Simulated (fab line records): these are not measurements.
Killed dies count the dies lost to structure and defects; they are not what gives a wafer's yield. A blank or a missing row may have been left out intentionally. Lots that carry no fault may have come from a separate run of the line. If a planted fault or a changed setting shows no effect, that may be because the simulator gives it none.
Matching of chambers | flow nand harc | rie diel-11 running NHARC_A_M1_ETCH_28: 4 sister chambers
The step etches the open film in CF4/N2, target depth 30 nm, time 72.99 s. 7 wafers are shown with their chamber, then 7 later ones without.

== WAFERS, EACH WITH ITS CHAMBER ==
wafer  | chamber | showerhead plenum p Torr (Torr) | oes product au (a.u.)
L318.1 | 1       | 2.65                            | 0.985
L318.3 | 0       | 2.48                            | 0.977
L322.3 | 3       | 2.51                            | 1.033
L322.5 | 2       | 2.73                            | 0.991
L322.6 | 3       | 2.51                            | 1.022
L327.1 | 1       | 2.64                            | 0.986
L327.3 | 0       | 2.48                            | 0.992

== WAFERS WHOSE CHAMBER IS MISSING ==
wafer  | showerhead plenum p Torr (Torr) | oes product au (a.u.)
L327.4 | 2.64                            | 0.983
L328.3 | 2.73                            | 0.984
L328.5 | 2.73                            | 0.997
L328.6 | 2.64                            | 0.978
L330.2 | 2.64                            | 0.985
L330.3 | 2.48                            | 0.976
L330.4 | 2.50                            | 1.021

== EACH ONE'S CHAMBER ==
wafer  | from the rows above | in truth
L327.4 | 1                   | 1
L328.3 | 2                   | 2
L328.5 | 2                   | 2
L328.6 | 1                   | 1
L330.2 | 1                   | 1
L330.3 | 0                   | 0
L330.4 | 3                   | 3
Placed correctly: 7 of 7. Not placeable from these rows: 0. 0 placed wrongly.
How it was worked out, from the rows above alone: a wafer's distance from a chamber is the root of the sum, over the readings, of the square of ((its reading less the chamber's mean) divided by the reading's scatter). If the next closest chamber is less than 2 further off than the closest, the wafer can't be placed; otherwise it belongs to the closest. Each chamber's mean is taken over the wafers shown for it. The scatter: the root of (the sum of the squares of (reading less its chamber's mean) over the shown wafers, divided by (wafers less chambers)).
